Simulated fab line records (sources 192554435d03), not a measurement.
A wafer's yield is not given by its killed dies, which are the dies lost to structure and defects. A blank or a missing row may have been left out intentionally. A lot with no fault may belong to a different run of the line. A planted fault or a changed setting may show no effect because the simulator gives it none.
fab line records | flow n5Finfet
record lots=7 | wafers=21
route steps=1938 shown BEOL_M14@1716 MIM_TOP@1838 MIM_TOP_LITHO@1843 PASS1_CAP@1874 PASSIVATION@1930
startH: hours from the record's first day to the start of the lot's first wafer shown | waitH: how many hours have passed since the lot's step before this one | " the same as in the row above | L1.1+2: a single row standing in for several wafers | - no value, or no start was given | * or withheld: withheld | < > ~ a bound
route shown NAME@n: names a module that has steps shown in the file, with the first one's number in the route | usual: mean/standard deviation taken from wafers without a fault | same: alike in all rows | chamber/n: place in a boat | sites: per-site readings | _std_site: the values' standard deviation | _edge_site: outer sites' mean less inner sites' | radiusMm: how far each site lies from the wafer's centre | mask NAME#n: copy n | behind: tool/chamber where the wafer was last shaped | hold: why the lot went on hold/how many hours it stayed there/how the hold came to an end | device: the n, p or np transistor that did not switch | end of line: at the end of the route, the tests of the same wafers | for a step that has no rows: nothing shown but its recipe | killed: the dies lost at the first sort to structure and to defects; this is not the yield of the wafer | map: per-die view of a wafer (x killed, . not killed, _ where there is no die)
set.NAME: setting as actually run; set.NAME@STEP: the setting as run at that earlier step | model.NAME: the simulator's own value behind a step, which no gauge read
lots run with intentionally changed settings; tables by step, rows by wafer
## steps
# step N5_BEOL_M14_ILD_DEP_00
# recipe material=SiO2 | targetThkA=11193 | tempC=400 | precursor=TEOS/O2 | pressureTorr=6.5 | rfW=900 | teosFlowSccm=161.4 | gas=O2 | flowSccm=2650 | timeS=237.4
lot.wafer | tool     | chamber | startH | waitH | set.tempC | model.SiO2_of_BEOL_M14_ILD_DEP_00.thkNm
L075.1    | pecvd-02 | 0       | 310.55 | 0.0   | 400       | 1118
L075.2    | "        | 1       | "      | "     | 400       | 1102
L075.3    | "        | 2       | "      | "     | 404.6     | 1078
L076.1    | pecvd-02 | 1       | 314.97 | 0.0   | 400       | 1108
L076.4    | "        | 0       | "      | "     | 400       | 1126
L076.5    | "        | 1       | "      | "     | 400       | 1123
L085.1    | pecvd-02 | 2       | 359.23 | 0.0   | 395.9     | 1138
L085.3    | "        | 1       | "      | "     | 400       | 1116
L085.6    | "        | 1       | "      | "     | 400       | 1112
L087.1    | pecvd-01 | 0       | 370.82 | 0.0   | 394.7     | 1158
L087.2    | "        | 1       | "      | "     | 394.7     | 1141
L087.3    | "        | 2       | "      | "     | 394.7     | 1143
L089.4    | pecvd-01 | 0       | 386.95 | 0.1   | 396.1     | 1145
L089.5    | "        | 0       | "      | "     | 400       | 1126
L089.6    | "        | 2       | "      | "     | 396.1     | 1154
L090.1    | pecvd-01 | 0       | 409.20 | 0.0   | 392.9     | 1152
L090.2    | "        | 2       | "      | "     | 400       | 1119
L090.5    | "        | 0       | "      | "     | 392.9     | 1173
L091.3    | pecvd-03 | 0       | 410.01 | 0.0   | 400       | 1103
L091.4    | "        | 0       | "      | "     | 400       | 1131
L091.5    | "        | 2       | "      | "     | 406       | 1068
# step N5_BEOL_M14_THK_MEAS_01
# recipe reads=SiO2_of_BEOL_M14_ILD_DEP_00
# usual M14_ILD_THK=1121/13
lot.wafer | tool         | chamber | startH | waitH | set.tempC@BEOL_M14_ILD_DEP_00 | M14_ILD_THK[nm]
L075.1    | filmMetro-02 | -       | 310.74 | 0.1   | 400                           | 1118
L075.2    | "            | -       | "      | "     | 400                           | 1102
L075.3    | "            | -       | "      | "     | 404.6                         | 1078
L076.1    | filmMetro-02 | -       | 315.16 | 0.1   | 400                           | 1108
L076.4    | "            | -       | "      | "     | 400                           | 1126
L076.5    | "            | -       | "      | "     | 400                           | 1124
L085.1    | filmMetro-01 | -       | 359.42 | 0.1   | 395.9                         | 1138
L085.3    | "            | -       | "      | "     | 400                           | 1115
L085.6    | "            | -       | "      | "     | 400                           | 1112
L087.1    | filmMetro-01 | -       | 371.01 | 0.1   | 394.7                         | 1158
L087.2    | "            | -       | "      | "     | 394.7                         | 1141
L087.3    | "            | -       | "      | "     | 394.7                         | 1143
L089.4    | filmMetro-01 | -       | 387.14 | 0.1   | 396.1                         | 1146
L089.5    | "            | -       | "      | "     | 400                           | 1125
L089.6    | "            | -       | "      | "     | 396.1                         | 1155
L090.1    | filmMetro-01 | -       | 409.47 | 0.2   | 392.9                         | 1153
L090.2    | "            | -       | "      | "     | 400                           | 1120
L090.5    | "            | -       | "      | "     | 392.9                         | 1173
L091.3    | filmMetro-02 | -       | 410.20 | 0.1   | 400                           | 1103
L091.4    | "            | -       | "      | "     | 400                           | 1130
L091.5    | "            | -       | "      | "     | 406                           | 1067
# step N5_BEOL_M14_PEB_08
# recipe pebTempC=130 | pebTimeS=90
lot.wafer  | tool          | chamber | startH | waitH | set.pebTimeS
L075.1+2+3 | lithoTrack-05 | 0       | 310.93 | 0.1   | 90
L076.1+4+5 | lithoTrack-05 | 0       | 315.48 | 0.1   | 90
L085.1+3+6 | lithoTrack-04 | 0       | 359.61 | 0.1   | 90
L087.1+2+3 | lithoTrack-01 | 0       | 371.20 | 0.1   | 90
L089.4+5+6 | lithoTrack-05 | 0       | 387.45 | 0.0   | 90
L090.1+2   | lithoTrack-01 | 0       | 409.66 | 0.1   | 73.21
L090.5     | "             | 0       | "      | "     | 90
L091.3     | lithoTrack-05 | 0       | 410.40 | 0.0   | 90
L091.4+5   | "             | 0       | "      | "     | 70.61
# step N5_BEOL_M14_DEVELOP_09
# recipe developTimeS=45 | rinseLiquid=diw | dry=airSpin | devTempC=21
# step N5_BEOL_M14_HARDBAKE_14
# recipe tempC=130 | timeS=120
# step N5_BEOL_M14_CD_MEAS_10
# recipe targetCdNm=250 | landingEnergyEv=500 | detector=seInlens | polarity=opening
# usual cdNm=250.3/1.1
lot.wafer | tool     | chamber | startH | waitH | set.pebTimeS@BEOL_M14_PEB_08 | cdNm
L075.1    | cdSem-02 | 0       | 311.04 | -     | 90                           | 251.0
L075.2    | "        | 0       | "      | "     | 90                           | 250.8
L075.3    | "        | 0       | "      | "     | 90                           | 249.8
L076.1    | cdSem-01 | 0       | 315.60 | -     | 90                           | 249.6
L076.4    | "        | 0       | "      | "     | 90                           | 249.1
L076.5    | "        | 0       | "      | "     | 90                           | 249.7
L085.1    | cdSem-01 | 0       | 359.73 | -     | 90                           | 251.4
L085.3    | "        | 0       | "      | "     | 90                           | 250.9
L085.6    | "        | 0       | "      | "     | 90                           | 252.4
L087.1    | cdSem-03 | 0       | 371.31 | -     | 90                           | 250.9
L087.2    | "        | 0       | "      | "     | 90                           | 250.2
L087.3    | "        | 0       | "      | "     | 90                           | 250.0
L089.4    | cdSem-02 | 0       | 387.57 | -     | 90                           | 250.5
L089.5    | "        | 0       | "      | "     | 90                           | 247.5
L089.6    | "        | 0       | "      | "     | 90                           | 248.0
L090.1    | cdSem-03 | 0       | 409.78 | -     | 73.21                        | 242.2
L090.2    | "        | 0       | "      | "     | 73.21                        | 241.2
L090.5    | "        | 0       | "      | "     | 90                           | 249.7
L091.3    | cdSem-03 | 0       | 410.51 | -     | 90                           | 249.3
L091.4    | "        | 0       | "      | "     | 70.61                        | 238.8
L091.5    | "        | 0       | "      | "     | 70.61                        | 239.5
# step N5_BEOL_M14_DESCUM_15
# recipe chemistry=O2 | timeS=7.9 | sourcePowerW=50 | biasPowerW=20 | pressureMtorr=20 | rfFrequencyHz=2.712e+07 | tempC=40 | o2FlowSccm=225
# step N5_BEOL_M14_ETCH_59
# recipe chemistry=N2/H2 | target=BARC | targetDepthA=890 | overetchA=267 | timeS=67.9 | ionEnergyEv=200 | pressureMtorr=30 | sourceW=840 | biasW=150 | n2FlowSccm=200 | h2FlowSccm=200
# step N5_BEOL_M14_VIA_ETCH_16
# recipe chemistry=C4F8/O2/Ar | target=SiO2 | heInnerTorr=15 | heOuterTorr=30 | targetDepthA=12313 | timeS=withheld | ionEnergyEv=800 | pressureMtorr=20 | sourceW=1905 | biasW=2040 | Ar_flow_sccm=400 | C4F8_flow_sccm=16 | O2_flow_sccm=12 | ends=cleared
lot.wafer | tool       | chamber | startH | waitH | set.tempC@BEOL_M14_ILD_DEP_00 | model.etch.depthNm | model.coat_of_BEOL_M14_COAT_04.thkNm
L075.1    | rieDiel-04 | 1       | 311.71 | 0.0   | 400                           | 1118               | 462
L075.2    | "          | 3       | "      | "     | 400                           | 1102               | 459.8
L075.3    | "          | 2       | "      | "     | 404.6                         | 1078               | 469.8
L076.1    | rieDiel-04 | 1       | 315.77 | 0.0   | 400                           | 1108               | 457.8
L076.4    | "          | 2       | "      | "     | 400                           | 1126               | 455.8
L076.5    | "          | 2       | "      | "     | 400                           | 1123               | 457.6
L085.1    | rieDiel-06 | 2       | 359.91 | 0.0   | 395.9                         | 1138               | 444.2
L085.3    | "          | 0       | "      | "     | 400                           | 1116               | 449.6
L085.6    | "          | 3       | "      | "     | 400                           | 1112               | 452.6
L087.1    | rieDiel-04 | 0       | 371.49 | 0.0   | 394.7                         | 1158               | 448
L087.2    | "          | 1       | "      | "     | 394.7                         | 1141               | 452.6
L087.3    | "          | 3       | "      | "     | 394.7                         | 1143               | 451
L089.4    | rieDiel-01 | 3       | 387.74 | 0.0   | 396.1                         | 1145               | 445.6
L089.5    | "          | 3       | "      | "     | 400                           | 1126               | 449
L089.6    | "          | 0       | "      | "     | 396.1                         | 1154               | 443
L090.1    | rieDiel-06 | 1       | 409.95 | 0.0   | 392.9                         | 1152               | 445.8
L090.2    | "          | 2       | "      | "     | 400                           | 1119               | 450.8
L090.5    | "          | 3       | "      | "     | 392.9                         | 1173               | 441.4
L091.3    | rieDiel-06 | 2       | 410.68 | 0.0   | 400                           | 1103               | 452
L091.4    | "          | 2       | "      | "     | 400                           | 1131               | 446
L091.5    | "          | 1       | "      | "     | 406                           | 1068               | 462.2
# step N5_BEOL_M14_STRIP_63
# recipe chemistry=O2 | powerW=600 | tempC=60 | pressureMtorr=30 | rfFrequencyHz=6e+07 | biasPowerW=0 | overashFraction=0.3 | o2FlowSccm=225
# step N5_BEOL_M14_STRIP_64
# recipe chemistry=O2 | powerW=600 | tempC=60 | pressureMtorr=30 | rfFrequencyHz=6e+07 | biasPowerW=0 | overashFraction=0.3 | o2FlowSccm=225
# step N5_BEOL_M14_STRIP_71
# recipe chemistry=postEtchResidueRemover | timeS=60 | tempC=25 | removerPh=withheld | removerWaterWtPct=withheld | removerFluorideWtPct=withheld
# step N5_BEOL_M14_SRD_72
# recipe timeS=30 | tempC=23 | rinseLiquid=diw | dry=n2Spin | spinRpm=1500 | dryTimeS=30
# step N5_BEOL_M14_CD_MEAS_17
# recipe targetCdNm=250 | polarity=opening
# usual cdNm=251.1/1.3
lot.wafer | tool     | chamber | startH | waitH | set.pebTimeS@BEOL_M14_PEB_08 | cdNm
L075.1    | cdSem-02 | -       | 312.05 | 0.0   | 90                           | 251.8
L075.2    | "        | -       | "      | "     | 90                           | 252.1
L075.3    | "        | -       | "      | "     | 90                           | 250.7
L076.1    | cdSem-01 | -       | 316.12 | 0.0   | 90                           | 249.4
L076.4    | "        | -       | "      | "     | 90                           | 248.2
L076.5    | "        | -       | "      | "     | 90                           | 249.1
L085.1    | cdSem-02 | -       | 360.27 | 0.0   | 90                           | 251.1
L085.3    | "        | -       | "      | "     | 90                           | 251.3
L085.6    | "        | -       | "      | "     | 90                           | 251.8
L087.1    | cdSem-03 | -       | 371.84 | 0.0   | 90                           | 251.8
L087.2    | "        | -       | "      | "     | 90                           | 250.1
L087.3    | "        | -       | "      | "     | 90                           | 251.0
L089.4    | cdSem-02 | -       | 388.09 | 0.0   | 90                           | 249.7
L089.5    | "        | -       | "      | "     | 90                           | 248.5
L089.6    | "        | -       | "      | "     | 90                           | 250.0
L090.1    | cdSem-02 | -       | 410.30 | 0.0   | 73.21                        | 242.1
L090.2    | "        | -       | "      | "     | 73.21                        | 242.4
L090.5    | "        | -       | "      | "     | 90                           | 251.1
L091.3    | cdSem-01 | -       | 411.04 | 0.0   | 90                           | 250.1
L091.4    | "        | -       | "      | "     | 70.61                        | 239.5
L091.5    | "        | -       | "      | "     | 70.61                        | 238.8
# step N5_MIM_TOP_SPUTTER_03
# recipe material=TiN | targetThkA=350 | tempC=200 | powerW=3000 | chamberPressurePa=0.49996 | gas=Ar | reactivePartialPa=0.37997 | timeS=89.7
lot.wafer  | tool          | chamber | startH | waitH | set.powerW | model.TiN_of_MIM_TOP_SPUTTER_03.thkNm
L075.1+3   | pvdSputter-03 | -       | 324.26 | 0.0   | 3000       | 35
L075.2     | "             | -       | "      | "     | 3000       | 34.8
L076.1     | pvdSputter-02 | -       | 327.21 | 0.0   | 3000       | 34.4
L076.4     | "             | -       | "      | "     | 3000       | 34.6
L076.5     | "             | -       | "      | "     | 3000       | 34.2
L085.1     | pvdSputter-01 | -       | 373.63 | 0.0   | 3000       | 35.2
L085.3     | "             | -       | "      | "     | 2576       | 30.6
L085.6     | "             | -       | "      | "     | 3000       | 35.8
L087.1+2+3 | pvdSputter-03 | -       | 386.47 | 0.0   | 3000       | 35.2
L089.4     | pvdSputter-02 | -       | 405.75 | 0.0   | 3000       | 35
L089.5     | "             | -       | "      | "     | 3159       | 37.2
L089.6     | "             | -       | "      | "     | 3159       | 36.8
L090.1+2   | pvdSputter-03 | -       | 426.29 | 0.0   | 3000       | 34.8
L090.5     | "             | -       | "      | "     | 3000       | 35
L091.3+4   | pvdSputter-03 | -       | 426.41 | 0.0   | 3349       | 38.8
L091.5     | "             | -       | "      | "     | 3000       | 34.8
# step N5_MIM_TOP_LITHO_EXPOSE_05
# recipe maskId=MIM_TOP | na=0.55 | sourceShape=conventional | sigmaOuter=0.8 | polarization=unpolarized | targetCdNm=2000 | doseMj=20.5
lot.wafer  | tool          | chamber | startH | waitH | mask      | set.doseMj
L075.1+3   | krfScanner-02 | 0       | 324.63 | -     | MIM_TOP#0 | 21.74
L075.2     | "             | 0       | "      | "     | MIM_TOP#0 | 20.5
L076.1+4+5 | krfScanner-02 | 0       | 327.62 | -     | MIM_TOP#0 | 20.5
L085.1+3+6 | krfScanner-02 | 0       | 373.97 | -     | MIM_TOP#0 | 20.5
L087.1     | krfScanner-02 | 0       | 386.81 | -     | MIM_TOP#0 | 21.06
L087.2+3   | "             | 0       | "      | "     | MIM_TOP#0 | 20.5
L089.4+5+6 | krfScanner-01 | 0       | 406.11 | -     | MIM_TOP#0 | 20.5
L090.1+5   | krfScanner-02 | 0       | 426.62 | -     | MIM_TOP#0 | 20.5
L090.2     | "             | 0       | "      | "     | MIM_TOP#0 | 21.58
L091.3+4   | krfScanner-01 | 0       | 426.80 | -     | MIM_TOP#0 | 19.75
L091.5     | "             | 0       | "      | "     | MIM_TOP#0 | 20.5
# step N5_MIM_TOP_LITHO_PEB_06
# recipe pebTempC=withheld | pebTimeS=*
# step N5_MIM_TOP_LITHO_DEVELOP_07
# recipe developTimeS=60 | rinseLiquid=diw | dry=airSpin | devTempC=21
# step N5_MIM_TOP_LITHO_HARDBAKE_09
# recipe tempC=130 | timeS=120
# step N5_MIM_TOP_LITHO_CD_MEAS_08
# recipe targetCdNm=2000 | landingEnergyEv=500 | detector=seInlens
# usual cdNm=2000.3/1.3
lot.wafer | tool     | chamber | startH | waitH | set.doseMj@MIM_TOP_LITHO_EXPOSE_05 | cdNm
L075.1    | cdSem-03 | 0       | 324.81 | -     | 21.74                              | 1991.1
L075.2    | "        | 0       | "      | "     | 20.5                               | 2000.8
L075.3    | "        | 0       | "      | "     | 21.74                              | 1992.5
L076.1    | cdSem-01 | 0       | 327.79 | -     | 20.5                               | 1999.0
L076.4    | "        | 0       | "      | "     | 20.5                               | 2001.2
L076.5    | "        | 0       | "      | "     | 20.5                               | 2001.0
L085.1    | cdSem-01 | 0       | 374.15 | -     | 20.5                               | 2000.3
L085.3    | "        | 0       | "      | "     | 20.5                               | 1999.8
L085.6    | "        | 0       | "      | "     | 20.5                               | 1999.9
L087.1    | cdSem-03 | 0       | 386.98 | -     | 21.06                              | 1995.0
L087.2    | "        | 0       | "      | "     | 20.5                               | 2001.2
L087.3    | "        | 0       | "      | "     | 20.5                               | 1999.9
L089.4    | cdSem-01 | 0       | 406.27 | -     | 20.5                               | 2000.3
L089.5    | "        | 0       | "      | "     | 20.5                               | 2000.7
L089.6    | "        | 0       | "      | "     | 20.5                               | 2001.6
L090.1    | cdSem-02 | 0       | 426.80 | -     | 20.5                               | 2002.7
L090.2    | "        | 0       | "      | "     | 21.58                              | 1992.2
L090.5    | "        | 0       | "      | "     | 20.5                               | 2001.2
L091.3    | cdSem-01 | 0       | 426.97 | -     | 19.75                              | 2005.4
L091.4    | "        | 0       | "      | "     | 19.75                              | 2008.1
L091.5    | "        | 0       | "      | "     | 20.5                               | 2000.8
# step N5_MIM_TOP_LITHO_DESCUM_10
# recipe chemistry=O2 | timeS=7.9 | sourcePowerW=50 | biasPowerW=20 | pressureMtorr=20 | rfFrequencyHz=2.712e+07 | tempC=40 | o2FlowSccm=225
lot.wafer | tool       | chamber | startH | waitH | set.doseMj@MIM_TOP_LITHO_EXPOSE_05 | model.MIM_TOP_LITHO.cdNm
L075.1    | rieDiel-04 | 3       | 324.90 | 0.0   | 21.74                              | 1991
L075.2    | "          | 0       | "      | "     | 20.5                               | 2001
L075.3    | "          | 1       | "      | "     | 21.74                              | 1992
L076.1    | rieDiel-01 | 3       | 327.88 | 0.0   | 20.5                               | 1999
L076.4+5  | "          | 0,3     | "      | "     | 20.5                               | 2001
L085.1    | rieDiel-04 | 1       | 374.24 | 0.0   | 20.5                               | 2001
L085.3+6  | "          | 2,1     | "      | "     | 20.5                               | 2000
L087.1    | rieDiel-01 | 1       | 387.18 | 0.1   | 21.06                              | 1995
L087.2    | "          | 3       | "      | "     | 20.5                               | 2001
L087.3    | "          | 2       | "      | "     | 20.5                               | 2000
L089.4    | rieDiel-01 | 3       | 406.67 | 0.3   | 20.5                               | 2000
L089.5    | "          | 1       | "      | "     | 20.5                               | 2001
L089.6    | "          | 0       | "      | "     | 20.5                               | 2002
L090.1    | rieDiel-06 | 3       | 427.28 | 0.4   | 20.5                               | 2002
L090.2    | "          | 0       | "      | "     | 21.58                              | 1992
L090.5    | "          | 1       | "      | "     | 20.5                               | 2001
L091.3    | rieDiel-06 | 3       | 427.35 | 0.3   | 19.75                              | 2006
L091.4    | "          | 1       | "      | "     | 19.75                              | -
L091.5    | "          | 0       | "      | "     | 20.5                               | 2001
# step N5_PASSIVATION_PECVD_01
# recipe material=SiNx | targetThkA=2000 | tempC=400 | precursor=SiH4/NH3/N2 | pressureTorr=4.9 | rfW=1406 | timeS=43.2
lot.wafer | tool     | chamber | startH | waitH | set.timeS | model.SiNx_of_PASSIVATION_PECVD_01.thkNm
L075.1    | pecvd-03 | 2       | 326.84 | 0.0   | 46.06     | 210.2
L075.2    | "        | 1       | "      | "     | 43.2      | 196.6
L075.3    | "        | 0       | "      | "     | 43.2      | 199.2
L076.1    | pecvd-02 | 0       | 329.70 | 0.0   | 43.2      | 198.6
L076.4    | "        | 2       | "      | "     | 43.2      | 202.4
L076.5    | "        | 0       | "      | "     | 43.2      | 202
L085.1    | pecvd-03 | 1       | 375.96 | 0.0   | 43.2      | 199.8
L085.3    | "        | 0       | "      | "     | 48.63     | 225
L085.6    | "        | 0       | "      | "     | 48.63     | 230.2
L087.1    | pecvd-02 | 0       | 389.07 | 0.0   | 43.2      | 195.6
L087.2    | "        | 2       | "      | "     | 43.2      | 198.8
L087.3    | "        | 1       | "      | "     | 46.85     | 211.4
L089.4    | pecvd-03 | 1       | 408.37 | 0.0   | 43.2      | 202.4
L089.5    | "        | 0       | "      | "     | 37.25     | 174.8
L089.6    | "        | 2       | "      | "     | 43.2      | 202
L090.1    | pecvd-01 | 0       | 429.19 | 0.0   | 43.2      | 196.6
L090.2    | "        | 1       | "      | "     | 39.08     | 180.4
L090.5    | "        | 0       | "      | "     | 39.08     | 179.2
L091.3    | pecvd-02 | 0       | 429.42 | 0.0   | 43.2      | 194.8
L091.4    | "        | 0       | "      | "     | 47.41     | 217.6
L091.5    | "        | 1       | "      | "     | 47.41     | 219.4
# step N5_PASSIVATION_ETCH_54
# recipe chemistry=CHF3/O2 | target=SiO2 | targetDepthA=8800 | CHF3_flow_sccm=50 | O2_flow_sccm=5 | Ar_flow_sccm=200 | timeS=440 | maskMaterial=PR | pressureMtorr=30 | sourceW=650 | biasW=170 | ionEnergyEv=200
# usual rfVppV=525/6.4
lot.wafer | tool       | chamber | startH | waitH | set.biasW | rfVppV
L075.1    | rieDiel-06 | 0       | 334.57 | 0.1   | 160.8     | 490
L075.2    | "          | 1       | "      | "     | 170       | 534
L075.3    | "          | 3       | "      | "     | 170       | 521
L076.1    | rieDiel-01 | 0       | 338.54 | 0.1   | 170       | 532
L076.4    | "          | 0       | "      | "     | 170       | 533
L076.5    | "          | 3       | "      | "     | 170       | 526
L085.1    | rieDiel-04 | 2       | 382.35 | 0.1   | 146.3     | 469
L085.3    | "          | 0       | "      | "     | 146.3     | 462
L085.6    | "          | 0       | "      | "     | 146.3     | 462
L087.1    | rieDiel-06 | 3       | 394.24 | 0.1   | 170       | 521
L087.2    | "          | 1       | "      | "     | 170       | 533
L087.3    | "          | 2       | "      | "     | 170       | 530
L089.4    | rieDiel-01 | 0       | 417.63 | 0.1   | 170       | 531
L089.5    | "          | 3       | "      | "     | 151.3     | 480
L089.6    | "          | 1       | "      | "     | 151.3     | 476
L090.1    | rieDiel-01 | 1       | 435.23 | 0.1   | 170       | 523
L090.2    | "          | 0       | "      | "     | 170       | 531
L090.5    | "          | 0       | "      | "     | 170       | 531
L091.3    | rieDiel-04 | 2       | 435.76 | 0.1   | 170       | 529
L091.4    | "          | 2       | "      | "     | 182.1     | 559
L091.5    | "          | 1       | "      | "     | 182.1     | 542
## key
split step=N5_BEOL_M14_ILD_DEP_00 | setting=tempC | stated=400 | by=wafer
response step=N5_BEOL_M14_ILD_DEP_00 | reading=model.SiO2_of_BEOL_M14_ILD_DEP_00.thkNm | change=-27 | per=1% | r=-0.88
response step=N5_BEOL_M14_THK_MEAS_01 | reading=M14_ILD_THK | change=-27.3 | per=1% | r=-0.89
response step=N5_BEOL_M14_VIA_ETCH_16 | reading=model.etch.depthNm | change=-27 | per=1% | r=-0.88
response step=N5_BEOL_M14_VIA_ETCH_16 | reading=model.coat_of_BEOL_M14_COAT_04.thkNm | change=+6.24 | per=1% | r=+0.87
split step=N5_BEOL_M14_PEB_08 | setting=pebTimeS | stated=90 | by=wafer
response step=N5_BEOL_M14_CD_MEAS_10 | reading=cdNm | change=+0.454 | per=1% | r=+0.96
response step=N5_BEOL_M14_CD_MEAS_17 | reading=cdNm | change=+0.492 | per=1% | r=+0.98
split step=N5_MIM_TOP_SPUTTER_03 | setting=powerW | stated=3000 | by=wafer
response step=N5_MIM_TOP_SPUTTER_03 | reading=model.TiN_of_MIM_TOP_SPUTTER_03.thkNm | change=+0.348 | per=1% | r=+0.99
split step=N5_MIM_TOP_LITHO_EXPOSE_05 | setting=doseMj | stated=20.5 | by=wafer
response step=N5_MIM_TOP_LITHO_CD_MEAS_08 | reading=cdNm | change=-1.68 | per=1% | r=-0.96
response step=N5_MIM_TOP_LITHO_DESCUM_10 | reading=model.MIM_TOP_LITHO.cdNm | change=-1.64 | per=1% | r=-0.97
split step=N5_PASSIVATION_PECVD_01 | setting=timeS | stated=43.2 | by=wafer
response step=N5_PASSIVATION_PECVD_01 | reading=model.SiNx_of_PASSIVATION_PECVD_01.thkNm | change=+2.03 | per=1% | r=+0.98
split step=N5_PASSIVATION_ETCH_54 | setting=biasW | stated=170 | by=wafer
response step=N5_PASSIVATION_ETCH_54 | reading=rfVppV | change=+4.67 | per=1% | r=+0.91
